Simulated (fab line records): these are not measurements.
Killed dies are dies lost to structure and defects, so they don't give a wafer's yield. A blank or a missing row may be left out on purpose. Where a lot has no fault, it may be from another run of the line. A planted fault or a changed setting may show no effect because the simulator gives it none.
Split-lot trial + flow n5_finfet + 39 wafers read from 7 lots, route of 1938 steps

== ON THE SPLIT ==
At N5_MOL_CONTACT_COAG_VIA_ETCH_117 (etches SiO2 in C4F6/O2, target depth 40 nm, overetch 8 nm, time 26 s), the setting bias_w was moved away from the recipe's 455 W on 15 of the 39 wafers read, by -10.1% to +15.6%. For the rest of the wafers, this setting stayed at what the recipe calls for.

Reading taken at the split's own step.

== THE READING ==
rf_vpp_V, in V, at N5_MOL_CONTACT_COAG_VIA_ETCH_117 (etches SiO2 in C4F6/O2, target depth 40 nm, overetch 8 nm, time 26 s). Typical for fault-free wafers on this fab line: 1573 V, with standard deviation 28 V.

| wafer  | tool, chamber at the split | bias_w as run, W | against the recipe | rf_vpp_V, V | against lot-mates on the recipe |
|--------|----------------------------|------------------|--------------------|-------------|---------------------------------|
| L074.1 | rie_diel-04, 2             | 455              | recipe             | 1558        | -                               |
| L074.3 | rie_diel-04, 1             | 455              | recipe             | 1580        | -                               |
| L074.4 | rie_diel-04, 0             | 455              | recipe             | 1607        | -                               |
| L080.1 | rie_diel-05, 0             | 455              | recipe             | 1539        | -                               |
| L080.2 | rie_diel-05, 3             | 526              | +15.6%             | 1713        | +172                            |
| L080.3 | rie_diel-05, 2             | 526              | +15.6%             | 1741        | +200                            |
| L080.4 | rie_diel-05, 1             | 455              | recipe             | 1544        | -                               |
| L080.5 | rie_diel-05, 1             | 526              | +15.6%             | 1720        | +179                            |
| L080.6 | rie_diel-05, 0             | 455              | recipe             | 1540        | -                               |
| L082.1 | rie_diel-05, 0             | 504.4            | +10.9%             | 1662        | +115                            |
| L082.2 | rie_diel-05, 1             | 504.4            | +10.9%             | 1666        | +119                            |
| L082.3 | rie_diel-05, 2             | 455              | recipe             | 1564        | -                               |
| L082.4 | rie_diel-05, 3             | 455              | recipe             | 1539        | -                               |
| L082.5 | rie_diel-05, 0             | 455              | recipe             | 1539        | -                               |
| L082.6 | rie_diel-05, 3             | 504.4            | +10.9%             | 1661        | +114                            |
| L084.1 | rie_diel-03, 2             | 455              | recipe             | 1592        | -                               |
| L084.2 | rie_diel-03, 0             | 455              | recipe             | 1578        | -                               |
| L084.3 | rie_diel-03, 3             | 455              | recipe             | 1598        | -                               |
| L084.4 | rie_diel-03, 1             | 455              | recipe             | 1569        | -                               |
| L084.5 | rie_diel-03, 1             | 455              | recipe             | 1567        | -                               |
| L084.6 | rie_diel-03, 0             | 455              | recipe             | 1575        | -                               |
| L091.1 | rie_diel-03, 0             | 409.2            | -10.1%             | 1455        | -120                            |
| L091.2 | rie_diel-03, 2             | 455              | recipe             | 1590        | -                               |
| L091.3 | rie_diel-03, 1             | 455              | recipe             | 1566        | -                               |
| L091.4 | rie_diel-03, 3             | 409.2            | -10.1%             | 1476        | -99                             |
| L091.5 | rie_diel-03, 2             | 409.2            | -10.1%             | 1470        | -105                            |
| L091.6 | rie_diel-03, 1             | 455              | recipe             | 1568        | -                               |
| L093.1 | rie_diel-04, 3             | 455              | recipe             | 1624        | -                               |
| L093.2 | rie_diel-04, 2             | 525.8            | +15.6%             | 1733        | +115                            |
| L093.3 | rie_diel-04, 0             | 525.8            | +15.6%             | 1788        | +170                            |
| L093.4 | rie_diel-04, 1             | 525.8            | +15.6%             | 1758        | +140                            |
| L093.5 | rie_diel-04, 3             | 455              | recipe             | 1623        | -                               |
| L093.6 | rie_diel-04, 0             | 455              | recipe             | 1608        | -                               |
| L094.1 | rie_diel-04, 0             | 455              | recipe             | 1609        | -                               |
| L094.2 | rie_diel-04, 2             | 521.5            | +14.6%             | 1723        | +127                            |
| L094.3 | rie_diel-04, 3             | 455              | recipe             | 1623        | -                               |
| L094.4 | rie_diel-04, 1             | 521.5            | +14.6%             | 1747        | +151                            |
| L094.5 | rie_diel-04, 2             | 455              | recipe             | 1556        | -                               |
| L094.6 | rie_diel-04, 1             | 521.5            | +14.6%             | 1748        | +152                            |

FIT RESULTS
A straight line over all 39 wafers: rf_vpp_V changes by +10.5 V for each +1% of bias_w; r = +0.95; the points scatter about the line by 26 V.
The same after taking each lot's own level away (the mean of its wafers on the recipe; 39 wafers): +10.4 V for each +1%; r = +0.98; scatter 17 V.
On that fit, the largest move of bias_w shifts the reading by 1.6e+02 V.
Measured against the standard deviation above, the lots' own levels, which go from 1541.0 to 1618.3 V, span 2.8 times it.
So the lot-to-lot level changes the slope little: the two slopes agree.
Check: for one of the wafers moved furthest among these (+15.6%), held out of the fit, the line's prediction against its lot-mates is +160 V. It came out at +172 V against them.
Tool readings at the split's step, against how far the setting was moved: rf_vpp_V r = +0.95.

== OTHER SPLITS APPLIED TO THESE WAFERS ==
Before the reading, these wafers also passed through other splits. Each is held against what the fit with the lots' levels taken away leaves over:
| other split on the same wafers               | wafers away from the commonest value | r with rf_vpp_V (lot level and that fit taken away) |
|----------------------------------------------|--------------------------------------|-----------------------------------------------------|
| N5_PMOS_HMC_CHANNEL_EPI_EPI_20 pressure_torr | 24                                   | +0.15                                               |
| N5_FIN_SAQP_ETCH_65 time_s                   | 12                                   | +0.06                                               |
| N5_DUMMY_GATE_ETCH_32 time_s                 | 9                                    | -0.13                                               |

== THE FILE'S OWN FIT ==
rf_vpp_V changes by +10.3 V for each +1% of bias_w, r = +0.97.
